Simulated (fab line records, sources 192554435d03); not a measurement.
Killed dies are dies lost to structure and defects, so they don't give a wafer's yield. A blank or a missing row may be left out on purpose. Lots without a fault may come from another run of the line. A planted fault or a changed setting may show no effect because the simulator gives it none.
fab line records | flow n5_finfet
record lots=5 wafers=15 last_day=16
route steps=1938 shown BEOL_M15@1785
lots that met no fault: from a run of the same line without faults
start_h: hours from the record's first day to the start of the lot's first wafer shown | wait_h: hours since the lot's step before | " the same as in the row above | L1.1+2: a row that stands for several wafers | - no value, or no start given | * or withheld: withheld | < > ~ a bound
route shown NAME@n: a module of which the file shows steps, and the number in the route of the first | usual: mean/standard deviation of fault-free wafers | same: alike in all rows | chamber/n: place in a boat | sites: the reading at each site | _std_site: their standard deviation | _edge_site: outer sites' mean less inner sites' | radius_mm: how far each site lies from the wafer's centre | mask NAME#n: copy n | behind: the tool/chamber that last shaped the wafer | hold: why the lot was held/for how many hours/how that ended | device: the transistor (n, p or np) that didn't switch | end of line: the same wafers' tests at the end of the route | a step without rows: its recipe alone | killed: dies lost to structure and defects at the first sort, not the wafer's yield | map: a wafer's dies, x killed, . not, _ none there
set.NAME: the setting as run; set.NAME@STEP: as run at that earlier step | model.NAME: the simulator's own value behind a step, which no gauge read
lots at some steps of the route; a table a step, a row a wafer
services: from which hour (start_h, from the record's first day; less than 0 if before it) a tool's chamber was out of use, for how many hours, and why
## steps
# step N5_BEOL_M15_INSPECT_12
# recipe mode=adi inspect_instrument=macro
# usual raw_defect_count=2.2/1.4
# columns lot.wafer tool chamber start_h wait_h raw_defect_count
L076.3 defect_inspect-02 - 274.21 0.0 3
L076.5 " - " " 3
L076.6 " - " " 2
L081.1 defect_inspect-02 - 287.49 0.0 4
L081.5 " - " " 1
L081.6 " - " " 1
L087.2 defect_inspect-01 - 325.40 0.0 3
L087.4 " - " " 2
L087.5 " - " " 2
L093.2 defect_inspect-01 - 351.37 0.0 3
L093.5 " - " " 0
L093.6 " - " " 1
L094.2 defect_inspect-01 - 368.66 0.0 2
L094.3 " - " " 1
L094.4 " - " " 3
# step N5_BEOL_M15_DESCUM_15
# recipe chemistry=O2 time_s=7.9 source_power_w=50 bias_power_w=20 pressure_mtorr=20 rf_frequency_hz=2.712e+07 temp_c=40 o2_flow_sccm=225
# usual chamber_pressure_mTorr=20.000/0.017 drypump_motor_current_A=5.7/0.47 oes_product_au=0.79/0.086 rf_vpp_V=242.4/1.5 showerhead_plenum_p_Torr=2.04/0.069 throttle_valve_pct=20.32/0.29
# columns lot.wafer tool chamber start_h wait_h chamber_pressure_mTorr drypump_motor_current_A oes_product_au rf_hours_counter_h rf_vpp_V showerhead_plenum_p_Torr throttle_valve_pct
L076.3 rie_diel-04 0 275.85 1.6 20.028 5.6 0.68 234 241.1 2.06 20.77
L076.5 " 2 " " 19.977 5.7 0.91 - 242.5 2.04 20.26
L076.6 " 1 " " 19.985 6.1 0.73 - 244.6 2.17 20.34
L081.1 rie_diel-02 0 287.52 0.0 19.967 5.7 0.72 175 241.5 2.08 20.67
L081.5 " 1 " " 20.000 5.7 0.74 - 240.4 1.92 19.98
L081.6 " 0 " " 20.015 5.7 0.72 - 243.8 2.08 20.66
L087.2 rie_diel-03 0 325.43 0.0 20.006 6.1 0.73 223 239.6 1.99 20.66
L087.4 " 3 " " 20.040 6.2 0.75 150 242.5 2.01 20.49
L087.5 " 0 " " 19.993 6.1 0.72 - 239.5 1.99 20.66
L093.2 rie_diel-02 2 351.41 0.0 20.003 5.2 0.87 50 241.6 2.05 20.04
L093.5 " 0 " " 20.006 5.7 0.70 - 243.1 2.08 20.68
L093.6 " 1 " " 19.996 5.7 0.73 - 240.2 1.91 20.02
L094.2 rie_diel-04 1 368.69 0.0 20.010 6.1 0.70 220 244.6 2.16 20.38
L094.3 " 3 " " 19.995 5.9 0.96 16 240.6 2.05 20.30
L094.4 " 2 " " 20.013 5.7 0.85 57 242.5 2.03 20.30
# step N5_BEOL_M15_ETCH_59
# recipe chemistry=N2/H2 target=BARC target_depth_a=890 overetch_a=267 time_s=67.9 ion_energy_ev=200 pressure_mtorr=30 source_w=840 bias_w=150 n2_flow_sccm=200 h2_flow_sccm=200
# usual chamber_pressure_mTorr=30.00/0.034 drypump_motor_current_A=5.8/0.48 oes_product_au=0.67/0.069 rf_vpp_V=522.2/2.6 showerhead_plenum_p_Torr=2.48/0.086 throttle_valve_pct=17.78/0.29
# columns lot.wafer tool chamber start_h wait_h chamber_pressure_mTorr drypump_motor_current_A oes_product_au rf_hours_counter_h rf_vpp_V showerhead_plenum_p_Torr throttle_valve_pct
L076.3 rie_diel-04 0 275.89 0.0 30.01 5.6 0.58 234 523.7 2.51 18.21
L076.5 " 2 " " 30.03 5.7 0.78 - 522.2 2.49 17.72
L076.6 " 1 " " 29.99 6.1 0.63 - 526.4 2.64 17.86
L081.1 rie_diel-02 0 287.56 0.0 30.01 5.7 0.61 175 522.3 2.53 18.16
L081.5 " 1 " " 29.99 5.7 0.63 - 516.7 2.33 17.45
L081.6 " 0 " " 30.03 5.7 0.62 - 523.5 2.53 18.16
L087.2 rie_diel-03 0 325.47 0.0 30.00 6.1 0.62 223 520.7 2.41 17.96
L087.4 " 3 " " 29.99 6.2 0.65 150 521.9 2.44 17.91
L087.5 " 0 " " 29.98 6.1 0.61 - 521.6 2.41 17.96
L093.2 rie_diel-02 2 351.44 0.0 30.00 5.2 0.74 50 522.4 2.47 17.38
L093.5 " 0 " " 30.03 5.7 0.61 - 523.1 2.52 18.20
L093.6 " 1 " " 29.98 5.7 0.62 - 516.1 2.32 17.50
L094.2 rie_diel-04 1 368.73 0.0 30.01 6.1 0.61 220 527.0 2.62 17.93
L094.3 " 3 " " 30.00 5.8 0.81 16 523.2 2.49 17.74
L094.4 " 2 " " 30.01 5.7 0.73 57 523.4 2.47 17.77
# step N5_BEOL_M15_VIA_ETCH_16
# recipe chemistry=C4F8/O2/Ar target=SiO2 he_inner_torr=15 he_outer_torr=30 target_depth_a=17922 time_s=withheld ion_energy_ev=800 pressure_mtorr=20 source_w=1905 bias_w=2040 Ar_flow_sccm=400 C4F8_flow_sccm=16 O2_flow_sccm=12 ends=cleared
# usual chamber_pressure_mTorr=20.001/0.018 drypump_motor_current_A=5.8/0.47 he_outer_torr=30.00/0.058 oes_ar_750_au=0.78/0.083 oes_product_au=0.71/0.079 rf_vpp_V=2212/19 showerhead_plenum_p_Torr=3.37/0.11 throttle_valve_pct=30.8/0.3
# columns lot.wafer tool chamber start_h wait_h chamber_pressure_mTorr drypump_motor_current_A he_outer_torr oes_ar_750_au oes_product_au rf_vpp_V showerhead_plenum_p_Torr throttle_valve_pct
L076.3 rie_diel-04 0 275.94 0.0 20.015 5.6 29.97 0.68 0.62 2222 3.39 31.1
L076.5 " 2 " " 20.016 5.7 30.03 0.91 0.82 2204 3.38 30.9
L076.6 " 1 " " 19.983 6.1 30.01 0.73 0.66 2253 3.55 30.7
L081.1 rie_diel-02 0 287.61 0.0 19.995 5.7 29.96 0.73 0.65 2208 3.44 31.2
L081.5 " 1 " " 20.004 5.7 30.05 0.74 0.67 2189 3.17 30.3
L081.6 " 0 " " 20.027 5.7 30.03 0.72 0.64 2209 3.44 31.2
L087.2 rie_diel-03 0 325.52 0.0 19.996 6.1 29.97 0.71 0.65 2218 3.27 31.0
L087.4 " 3 " " 20.014 6.2 30.00 0.76 0.68 2181 3.31 31.0
L087.5 " 0 " " 19.993 6.0 30.02 0.71 0.65 2219 3.27 31.0
L093.2 rie_diel-02 2 351.49 0.0 20.011 5.2 30.04 0.85 0.77 2206 3.35 30.4
L093.5 " 0 " " 19.996 5.7 29.97 0.71 0.64 2206 3.43 31.2
L093.6 " 1 " " 20.008 5.7 29.95 0.73 0.66 2187 3.17 30.4
L094.2 rie_diel-04 1 368.78 0.0 19.977 6.1 30.08 0.71 0.63 2251 3.53 30.7
L094.3 " 3 " " 20.014 5.8 29.98 0.94 0.86 2212 3.37 30.7
L094.4 " 2 " " 19.961 5.7 30.08 0.86 0.77 2204 3.36 30.9
# step N5_BEOL_M15_STRIP_63
# recipe chemistry=O2 power_w=600 temp_c=60 pressure_mtorr=30 rf_frequency_hz=6e+07 bias_power_w=0 overash_fraction=0.3 o2_flow_sccm=225
# usual chamber_pressure_mTorr=30.00/0.042 drypump_motor_current_A=5.7/0.47 oes_product_au=0.79/0.084 rf_vpp_V=3.7/0.78 showerhead_plenum_p_Torr=2.05/0.069 throttle_valve_pct=16.58/0.29
# columns lot.wafer tool chamber start_h wait_h chamber_pressure_mTorr drypump_motor_current_A oes_product_au rf_hours_counter_h rf_vpp_V showerhead_plenum_p_Torr throttle_valve_pct
L076.3 rie_diel-04 0 - - 30.01 5.6 0.69 234 3.0 2.07 17.03
L076.5 " 2 " " 30.11 5.7 0.91 - 3.6 2.05 16.49
L076.6 " 1 " " 30.00 6.1 0.73 - 3.6 2.17 16.61
L081.1 rie_diel-02 0 - - 29.98 5.7 0.71 175 3.8 2.09 16.93
L081.5 " 1 " " 30.04 5.7 0.74 - 3.2 1.92 16.31
L081.6 " 0 " " 29.99 5.7 0.74 - 2.8 2.09 16.92
L087.2 rie_diel-03 0 - - 29.99 6.1 0.72 223 5.3 1.99 16.94
L087.4 " 3 " " 30.01 6.2 0.74 150 3.5 2.01 16.73
L087.5 " 0 " " 30.03 6.1 0.73 - 3.8 1.99 16.95
L093.2 rie_diel-02 2 - - 30.03 5.1 0.86 50 4.6 2.05 16.28
L093.5 " 0 " " 30.05 5.7 0.70 - 2.6 2.08 16.94
L093.6 " 1 " " 30.00 5.7 0.73 - 4.4 1.92 16.32
L094.2 rie_diel-04 1 - - 30.06 6.1 0.71 221 3.5 2.16 16.68
L094.3 " 3 " " 29.95 5.8 0.95 16 4.3 2.06 16.54
L094.4 " 2 " " 30.06 5.7 0.84 57 3.0 2.03 16.52
# step N5_BEOL_M15_STRIP_64
# recipe chemistry=O2 power_w=600 temp_c=60 pressure_mtorr=30 rf_frequency_hz=6e+07 bias_power_w=0 overash_fraction=0.3 o2_flow_sccm=225
# usual chamber_pressure_mTorr=29.995/0.026 drypump_motor_current_A=5.7/0.47 oes_product_au=0.79/0.086 rf_vpp_V=3.6/0.55 showerhead_plenum_p_Torr=2.05/0.069 throttle_valve_pct=16.58/0.29
# columns lot.wafer tool chamber start_h wait_h chamber_pressure_mTorr drypump_motor_current_A oes_product_au rf_hours_counter_h rf_vpp_V showerhead_plenum_p_Torr throttle_valve_pct
L076.3 rie_diel-04 0 - - 29.967 5.6 0.68 234 3.5 2.07 17.05
L076.5 " 2 " " 29.957 5.7 0.91 - 2.5 2.05 16.46
L076.6 " 1 " " 29.968 6.1 0.73 - 3.3 2.17 16.63
L081.1 rie_diel-02 0 - - 29.977 5.7 0.72 175 3.5 2.09 16.90
L081.5 " 1 " " 29.965 5.7 0.73 - 4.1 1.92 16.30
L081.6 " 0 " " 29.983 5.7 0.73 - 4.4 2.09 16.91
L087.2 rie_diel-03 0 - - 30.002 6.1 0.72 223 3.2 1.99 16.94
L087.4 " 3 " " 29.971 6.2 0.76 150 3.3 2.01 16.75
L087.5 " 0 " " 29.969 6.1 0.72 - 3.0 1.99 16.95
L093.2 rie_diel-02 2 - - 29.981 5.2 0.87 50 4.7 2.05 16.27
L093.5 " 0 " " 29.973 5.7 0.71 - 3.4 2.08 16.95
L093.6 " 1 " " 29.983 5.7 0.73 - 3.1 1.92 16.33
L094.2 rie_diel-04 1 - - 29.979 6.1 0.70 221 4.2 2.16 16.70
L094.3 " 3 " " 30.040 5.8 0.95 16 3.0 2.06 16.50
L094.4 " 2 " " 29.960 5.7 0.85 57 4.4 2.03 16.53
# step N5_BEOL_M15_STRIP_65
# recipe chemistry=post_etch_residue_remover time_s=60 temp_c=25 remover_ph=withheld remover_water_wt_pct=withheld remover_fluoride_wt_pct=withheld
# columns lot.wafer tool chamber start_h wait_h
L076.3+5+6 wet_bench-02 2,3,0 276.29 -
L081.1+5+6 wet_bench-03 6,5,1 287.96 -
L087.2+4+5 wet_bench-03 6,1,0 325.87 -
L093.2+5+6 wet_bench-03 0,1,2 351.84 -
L094.2+3+4 wet_bench-02 2,6,3 369.13 -
# step N5_BEOL_M15_SRD_66
# recipe time_s=30 temp_c=23 rinse_liquid=diw dry=n2_spin spin_rpm=1500 dry_time_s=30
# same dry_time_s=30
# columns lot.wafer tool chamber start_h wait_h
L076.3+5+6 wet_bench-02 2,3,0 276.31 0.0
L081.1+5+6 wet_bench-03 6,5,1 287.98 0.0
L087.2+4+5 wet_bench-03 6,1,0 325.89 0.0
L093.2+5+6 wet_bench-03 0,1,2 351.86 0.0
L094.2+3+4 wet_bench-02 2,6,3 369.15 0.0
# step N5_BEOL_M15_CD_MEAS_17
# recipe target_cd_nm=360 polarity=opening
# usual cd_nm=361.3/1.4
# columns lot.wafer tool chamber start_h wait_h cd_nm
L076.3 cd_sem-01 - 276.35 0.0 360.7
L076.5 " - " " 361.7
L076.6 " - " " 357.4
L081.1 cd_sem-01 - 288.02 0.0 359.5
L081.5 " - " " 360.9
L081.6 " - " " 358.8
L087.2 cd_sem-03 - 325.93 0.0 360.4
L087.4 " - " " 361.0
L087.5 " - " " 361.1
L093.2 cd_sem-02 - 351.90 0.0 362.2
L093.5 " - " " 361.0
L093.6 " - " " 361.1
L094.2 cd_sem-03 - 369.19 0.0 359.3
L094.3 " - " " 362.4
L094.4 " - " " 361.4
# step N5_BEOL_M15_COAT_56
# recipe resist=SOC temp_c=250 time_s=60 spin_rpm=1500 resist_thk_nm=550
# columns lot.wafer tool chamber start_h wait_h
L076.3+5+6 litho_track-02 0 276.40 0.0
L081.1+5+6 litho_track-04 0 288.06 0.0
L087.2+4+5 litho_track-04 0 325.97 0.0
L093.2+5+6 litho_track-03 0 351.94 0.0
L094.2+3+4 litho_track-04 0 369.23 0.0
# step N5_BEOL_M15_ETCH_57
# recipe chemistry=N2/H2 target=SOC source_w=3000 bias_w=350 time_s=750 ion_energy_ev=200 pressure_mtorr=30 n2_flow_sccm=200 h2_flow_sccm=200
# usual chamber_pressure_mTorr=29.999/0.029 drypump_motor_current_A=5.8/0.46 oes_product_au=0.78/0.087 rf_vpp_V=522.3/2.6 showerhead_plenum_p_Torr=2.48/0.085 throttle_valve_pct=17.70/0.28
# columns lot.wafer tool chamber start_h wait_h chamber_pressure_mTorr drypump_motor_current_A oes_product_au rf_hours_counter_h rf_vpp_V showerhead_plenum_p_Torr throttle_valve_pct
L076.3 rie_diel-03 2 276.64 - 29.991 6.2 0.72 196 519.7 2.43 17.93
L076.5 " 0 " " 29.978 6.1 0.74 - 521.4 2.41 17.84
L076.6 " 3 " " 30.051 6.2 0.77 - 520.0 2.44 17.78
L081.1 rie_diel-04 3 288.13 - 29.984 5.8 0.70 247 522.5 2.50 18.07
L081.5 " 0 " " 30.011 5.6 0.67 - 523.6 2.50 18.11
L081.6 " 1 " " 29.991 6.1 0.72 - 526.4 2.64 17.76
L087.2 rie_diel-02 1 326.03 - 30.022 5.7 0.73 177 518.8 2.33 17.38
L087.4 " 3 " " 29.995 6.3 0.88 38 525.3 2.59 17.37
L087.5 " 1 " " 29.972 5.7 0.73 - 518.4 2.33 17.38
L093.2 rie_diel-02 0 352.00 - 29.990 5.7 0.71 195 522.1 2.52 18.09
L093.5 " 0 " " 29.998 5.7 0.71 - 524.9 2.52 18.09
L093.6 " 3 " " 30.015 6.3 0.86 - 525.9 2.59 17.39
L094.2 rie_diel-02 1 369.29 - 30.009 5.7 0.72 191 518.4 2.32 17.41
L094.3 " 0 " " 29.985 5.7 0.70 201 523.9 2.52 18.10
L094.4 " 0 " " 30.041 5.7 0.70 - 522.4 2.52 18.11
# step N5_BEOL_M15_COAT_60
# recipe resist=BARC temp_c=205 time_s=60 spin_rpm=1500 resist_thk_nm=89
# columns lot.wafer tool chamber start_h wait_h
L076.3+5+6 litho_track-04 0 277.14 0.3
L081.1+5+6 litho_track-02 0 288.63 0.3
L087.2+4+5 litho_track-04 0 326.53 0.3
L093.2+5+6 litho_track-02 0 352.51 0.3
L094.2+3+4 litho_track-03 0 369.79 0.3
# step N5_BEOL_M15_COAT_22
# recipe spin_rpm=1704 resist_thk_nm=800
# columns lot.wafer tool chamber start_h wait_h
L076.3+5+6 litho_track-04 0 - -
L081.1+5+6 litho_track-02 0 - -
L087.2+4+5 litho_track-04 0 - -
L093.2+5+6 litho_track-02 0 - -
L094.2+3+4 litho_track-03 0 - -
# step N5_BEOL_M15_EBR_24
# recipe solvent=PGMEA ebr_width_mm=1.5
# columns lot.wafer tool chamber start_h wait_h
L076.3+5+6 litho_track-04 0 - -
L081.1+5+6 litho_track-02 0 - -
L087.2+4+5 litho_track-04 0 - -
L093.2+5+6 litho_track-02 0 - -
L094.2+3+4 litho_track-03 0 - -
# step N5_BEOL_M15_SOFTBAKE_23
# recipe temp_c=130 time_s=60
# columns lot.wafer tool chamber start_h wait_h
L076.3+5+6 litho_track-04 0 - -
L081.1+5+6 litho_track-02 0 - -
L087.2+4+5 litho_track-04 0 - -
L093.2+5+6 litho_track-02 0 - -
L094.2+3+4 litho_track-03 0 - -
# step N5_BEOL_M15_EXPOSE_25
# recipe mask_id=M15 na=0.8 source_shape=annular sigma_inner=0.5 sigma_outer=0.8 polarization=unpolarized target_cd_nm=400 dose_mj=35.5
# columns lot.wafer tool chamber start_h wait_h mask
L076.3+5+6 krf_scanner-02 0 277.38 - M15#0
L081.1+5+6 krf_scanner-01 0 288.73 - M15#0
L087.2+4+5 krf_scanner-01 0 326.76 - M15#0
L093.2+5+6 krf_scanner-01 0 352.61 - M15#0
L094.2+3+4 krf_scanner-02 0 369.90 - M15#0
# step N5_BEOL_M15_PEB_26
# recipe peb_temp_c=130 peb_time_s=90
# columns lot.wafer tool chamber start_h wait_h
L076.3+5+6 litho_track-04 0 277.43 0.0
L081.1+5+6 litho_track-04 0 288.78 0.1
L087.2+4+5 litho_track-02 0 326.82 0.0
L093.2+5+6 litho_track-02 0 352.66 0.0
L094.2+3+4 litho_track-03 0 369.95 0.0
# step N5_BEOL_M15_DEVELOP_27
# recipe develop_time_s=45 rinse_liquid=diw dry=air_spin dev_temp_c=21
# columns lot.wafer tool chamber start_h wait_h
L076.3+5+6 litho_track-04 0 - -
L081.1+5+6 litho_track-04 0 - -
L087.2+4+5 litho_track-02 0 - -
L093.2+5+6 litho_track-02 0 - -
L094.2+3+4 litho_track-03 0 - -
# step N5_BEOL_M15_HARDBAKE_32
# recipe temp_c=130 time_s=120
# columns lot.wafer tool chamber start_h wait_h
L076.3+5+6 litho_track-04 0 - -
L081.1+5+6 litho_track-04 0 - -
L087.2+4+5 litho_track-02 0 - -
L093.2+5+6 litho_track-02 0 - -
L094.2+3+4 litho_track-03 0 - -
# step N5_BEOL_M15_CD_MEAS_28
# recipe target_cd_nm=407.6 landing_energy_ev=500 detector=se_inlens
# usual cd_nm=407.2/1.7
# columns lot.wafer tool chamber start_h wait_h cd_nm
L076.3 cd_sem-02 0 277.54 - 406.7
L076.5 " 0 " " 407.1
L076.6 " 0 " " 405.7
L081.1 cd_sem-02 0 288.90 - 407.5
L081.5 " 0 " " 408.7
L081.6 " 0 " " 408.9
L087.2 cd_sem-01 0 326.93 - 407.8
L087.4 " 0 " " 407.4
L087.5 " 0 " " 406.2
L093.2 cd_sem-02 0 352.78 - 406.4
L093.5 " 0 " " 406.1
L093.6 " 0 " " 406.1
L094.2 cd_sem-02 0 370.07 - 409.1
L094.3 " 0 " " 408.8
L094.4 " 0 " " 409.1
# step N5_BEOL_M15_OVL_MEAS_29
# recipe points_per_wafer=44
# usual M15_OVL=-1/4.3
# columns lot.wafer tool chamber start_h wait_h M15_OVL[nm]
L076.3 overlay-01 0 277.57 0.0 4
L076.5 " 0 " " 3
L076.6 " 0 " " 9
L081.1 overlay-01 0 288.93 0.0 -1
L081.5 " 0 " " -2
L081.6 " 0 " " -5
L087.2 overlay-01 0 326.96 0.0 -2
L087.4 " 0 " " 2
L087.5 " 0 " " -2
L093.2 overlay-02 0 352.81 0.0 4
L093.5 " 0 " " -7
L093.6 " 0 " " 1
L094.2 overlay-02 0 370.10 0.0 -2
L094.3 " 0 " " -2
L094.4 " 0 " " -3
# step N5_BEOL_M15_INSPECT_30
# recipe mode=adi inspect_instrument=macro
# usual raw_defect_count=2.2/1.2
# columns lot.wafer tool chamber start_h wait_h raw_defect_count
L076.3 defect_inspect-02 - 277.59 0.0 3
L076.5 " - " " 3
L076.6 " - " " 2
L081.1 defect_inspect-01 - 288.95 0.0 2
L081.5 " - " " 2
L081.6 " - " " 2
L087.2 defect_inspect-01 - 326.99 0.0 3
L087.4 " - " " 3
L087.5 " - " " 3
L093.2 defect_inspect-01 - 352.83 0.0 0
L093.5 " - " " 1
L093.6 " - " " 1
L094.2 defect_inspect-02 - 370.12 0.0 1
L094.3 " - " " 4
L094.4 " - " " 5
# step N5_BEOL_M15_DESCUM_33
# recipe chemistry=O2 time_s=7.9 source_power_w=50 bias_power_w=20 pressure_mtorr=20 rf_frequency_hz=2.712e+07 temp_c=40 o2_flow_sccm=225
# usual chamber_pressure_mTorr=20.000/0.02 drypump_motor_current_A=5.8/0.39 oes_product_au=0.80/0.093 rf_vpp_V=242.5/1.4 showerhead_plenum_p_Torr=2.05/0.069 throttle_valve_pct=20.31/0.3
# columns lot.wafer tool chamber start_h wait_h chamber_pressure_mTorr drypump_motor_current_A oes_product_au rf_hours_counter_h rf_vpp_V showerhead_plenum_p_Torr throttle_valve_pct
L076.3 rie_diel-04 3 278.93 1.3 20.042 5.8 0.71 242 241.4 2.06 20.67
L076.5 " 1 " " 20.028 6.1 0.73 - 244.0 2.17 20.35
L076.6 " 0 " " 19.986 5.6 0.68 - 243.9 2.06 20.79
L081.1 rie_diel-02 1 288.99 0.0 19.989 5.7 0.74 166 241.9 1.92 19.99
L081.5 " 2 " " 19.997 5.2 0.90 - 240.7 2.06 20.01
L081.6 " 1 " " 19.989 5.7 0.74 - 241.1 1.92 19.98
L087.2 rie_diel-02 2 327.02 0.0 19.995 5.2 0.88 42 243.0 2.05 20.03
L087.4 " 3 " " 20.010 6.3 0.88 38 243.2 2.12 19.88
L087.5 " 0 " " 19.994 5.7 0.71 - 241.9 2.08 20.68
L093.2 rie_diel-02 0 352.86 0.0 19.998 5.7 0.71 196 242.4 2.08 20.73
L093.5 " 0 " " 19.983 5.7 0.70 - 243.6 2.08 20.70
L093.6 " 3 " " 19.999 6.3 0.86 - 242.8 2.12 19.87
L094.2 rie_diel-03 1 370.43 0.3 20.004 4.7 0.87 57 244.2 2.12 20.18
L094.3 " 2 " " 19.998 6.2 0.69 226 242.0 1.98 20.45
L094.4 " 3 " " 19.991 6.2 0.75 163 242.3 2.00 20.53
# step N5_BEOL_M15_ETCH_61
# recipe chemistry=N2/H2 target=BARC target_depth_a=890 overetch_a=267 time_s=67.9 ion_energy_ev=200 pressure_mtorr=30 source_w=840 bias_w=150 n2_flow_sccm=200 h2_flow_sccm=200
# usual chamber_pressure_mTorr=29.998/0.023 drypump_motor_current_A=5.8/0.4 oes_product_au=0.68/0.075 rf_vpp_V=522.5/2.7 showerhead_plenum_p_Torr=2.49/0.085 throttle_valve_pct=17.78/0.29
# columns lot.wafer tool chamber start_h wait_h chamber_pressure_mTorr drypump_motor_current_A oes_product_au rf_hours_counter_h rf_vpp_V showerhead_plenum_p_Torr throttle_valve_pct
L076.3 rie_diel-04 3 278.96 0.0 30.012 5.8 0.61 242 521.9 2.50 18.14
L076.5 " 1 " " 30.034 6.1 0.63 - 526.4 2.64 17.86
L076.6 " 0 " " 29.994 5.6 0.58 - 523.6 2.51 18.21
L081.1 rie_diel-02 1 289.02 0.0 29.997 5.7 0.63 166 516.9 2.33 17.46
L081.5 " 2 " " 30.000 5.1 0.75 - 523.1 2.48 17.32
L081.6 " 1 " " 30.006 5.7 0.63 - 517.1 2.33 17.48
L087.2 rie_diel-02 2 327.14 0.1 29.994 5.2 0.74 42 522.1 2.47 17.35
L087.4 " 3 " " 30.021 6.3 0.75 38 526.6 2.59 17.50
L087.5 " 0 " " 29.966 5.7 0.61 - 524.7 2.53 18.19
L093.2 rie_diel-02 0 352.90 0.0 30.024 5.7 0.60 196 524.8 2.52 18.21
L093.5 " 0 " " 30.018 5.7 0.60 - 522.9 2.52 18.20
L093.6 " 3 " " 30.007 6.3 0.72 - 526.5 2.59 17.49
L094.2 rie_diel-03 1 370.47 0.0 29.993 4.7 0.73 57 525.5 2.57 17.61
L094.3 " 2 " " 29.968 6.2 0.60 226 518.4 2.41 18.07
L094.4 " 3 " " 30.026 6.2 0.64 163 519.9 2.43 17.95
# step N5_BEOL_M15_TRENCH_ETCH_34
# recipe chemistry=C4F8/O2/Ar target=SiO2 target_depth_a=8729.3 he_inner_torr=15 he_outer_torr=30 time_s=199 ion_energy_ev=800 pressure_mtorr=20 source_w=1905 bias_w=2040 Ar_flow_sccm=400 C4F8_flow_sccm=16 O2_flow_sccm=12
# usual chamber_pressure_mTorr=20.000/0.019 drypump_motor_current_A=5.8/0.4 he_outer_torr=30.00/0.057 oes_ar_750_au=0.79/0.088 oes_product_au=0.80/0.093 rf_vpp_V=2214/19 showerhead_plenum_p_Torr=3.38/0.1 throttle_valve_pct=30.8/0.32
# columns lot.wafer tool chamber start_h wait_h chamber_pressure_mTorr drypump_motor_current_A he_outer_torr oes_ar_750_au oes_product_au rf_hours_counter_h rf_vpp_V showerhead_plenum_p_Torr throttle_valve_pct
L076.3 rie_diel-04 3 279.02 0.0 20.010 5.8 29.97 0.71 0.70 242 2209 3.38 31.0
L076.5 " 1 " " 20.001 6.1 30.04 0.73 0.72 - 2252 3.55 30.7
L076.6 " 0 " " 19.990 5.6 30.04 0.68 0.67 - 2221 3.39 31.2
L081.1 rie_diel-02 1 289.07 0.0 19.992 5.7 30.03 0.74 0.74 166 2189 3.18 30.4
L081.5 " 2 " " 19.951 5.1 30.05 0.88 0.89 - 2207 3.36 30.4
L081.6 " 1 " " 20.011 5.7 29.93 0.75 0.74 - 2188 3.17 30.4
L087.2 rie_diel-02 2 327.20 0.0 19.990 5.2 29.94 0.86 0.88 42 2206 3.36 30.4
L087.4 " 3 " " 19.991 6.3 30.06 0.86 0.88 38 2237 3.49 30.4
L087.5 " 0 " " 20.016 5.7 29.94 0.71 0.71 - 2207 3.43 31.3
L093.2 rie_diel-02 0 352.95 0.0 20.027 5.7 30.03 0.71 0.70 196 2205 3.43 31.3
L093.5 " 0 " " 20.009 5.7 30.03 0.71 0.71 - 2206 3.43 31.3
L093.6 " 3 " " 20.029 6.3 29.99 0.84 0.86 - 2239 3.48 30.4
L094.2 rie_diel-03 1 370.52 0.0 19.990 4.7 30.03 0.87 0.87 57 2232 3.49 30.8
L094.3 " 2 " " 19.981 6.2 30.05 0.69 0.69 226 2202 3.28 31.0
L094.4 " 3 " " 20.031 6.2 30.01 0.75 0.76 163 2179 3.30 31.0
# step N5_BEOL_M15_STRIP_36
# recipe chemistry=O2 power_w=600 temp_c=60 pressure_mtorr=30 rf_frequency_hz=6e+07 bias_power_w=0 overash_fraction=0.3 o2_flow_sccm=225
# usual chamber_pressure_mTorr=30.01/0.056 drypump_motor_current_A=5.8/0.45 oes_product_au=0.79/0.097 rf_vpp_V=3.6/0.91 showerhead_plenum_p_Torr=2.05/0.067 throttle_valve_pct=16.62/0.26
# columns lot.wafer tool chamber start_h wait_h chamber_pressure_mTorr drypump_motor_current_A oes_product_au rf_hours_counter_h rf_vpp_V showerhead_plenum_p_Torr throttle_valve_pct
L076.3 rie_diel-04 2 279.28 0.1 30.02 5.7 0.89 25 2.1 2.05 16.49
L076.5 " 1 " " 30.07 6.1 0.73 - 3.2 2.17 16.65
L076.6 " 0 " " 29.98 5.6 0.67 - 2.8 2.06 17.06
L081.1 rie_diel-03 2 289.71 0.5 29.96 6.2 0.72 203 2.1 1.99 16.68
L081.5 " 1 " " 30.04 4.7 0.91 - 4.3 2.13 16.40
L081.6 " 2 " " 30.08 6.2 0.71 - 3.6 1.99 16.68
L087.2 rie_diel-04 3 334.34 7.0 30.09 5.8 0.99 4 3.4 2.06 16.51
L087.4 " 2 " " 30.10 5.7 0.86 - 4.0 2.04 16.49
L087.5 " 1 " " 30.00 6.1 0.71 - 4.5 2.16 16.67
L093.2 rie_diel-04 0 354.59 1.5 29.97 5.6 0.94 6 3.9 2.06 16.61
L093.5 " 3 " " 29.96 5.8 0.99 - 4.2 2.06 16.53
L093.6 " 2 " " 30.03 5.7 0.85 - 3.5 2.04 16.51
L094.2 rie_diel-02 1 371.35 0.6 30.00 5.7 0.72 192 4.3 1.91 16.35
L094.3 " 0 " " 30.10 5.7 0.71 203 3.9 2.08 16.99
L094.4 " 0 " " 29.99 5.7 0.69 - 4.5 2.08 16.93
## services
# columns tool chamber start_h hours kind
rie_diel-04 3 257.50 8.1 repair
litho_track-04 - 258.54 - consumable_replace:filter
rie_diel-02 - 270.26 14.6 pm
krf_scanner-01 - 272.40 1.0 pm
krf_scanner-02 - 285.57 3.5 repair
krf_scanner-01 - 289.12 0.8 pm
rie_diel-02 - 289.47 0.3 repair
krf_scanner-01 - 298.18 0.8 pm
rie_diel-04 3 298.96 - clean
rie_diel-04 3 298.96 - consumable_replace:focus_ring
rie_diel-04 3 298.96 20.0 scheduled_down
rie_diel-04 3 298.96 20.0 vent_cycle
krf_scanner-02 0 304.82 - calibration
krf_scanner-02 - 316.87 1.3 pm
krf_scanner-01 - 318.01 1.0 repair
rie_diel-04 0 318.99 - clean
rie_diel-04 0 318.99 - consumable_replace:focus_ring
rie_diel-04 0 318.99 15.8 scheduled_down
rie_diel-04 0 318.99 15.8 vent_cycle
krf_scanner-02 - 319.02 1.0 pm
krf_scanner-01 - 329.79 2.1 repair
krf_scanner-01 0 348.35 - calibration
krf_scanner-01 - 364.75 1.3 pm
## key
fault none
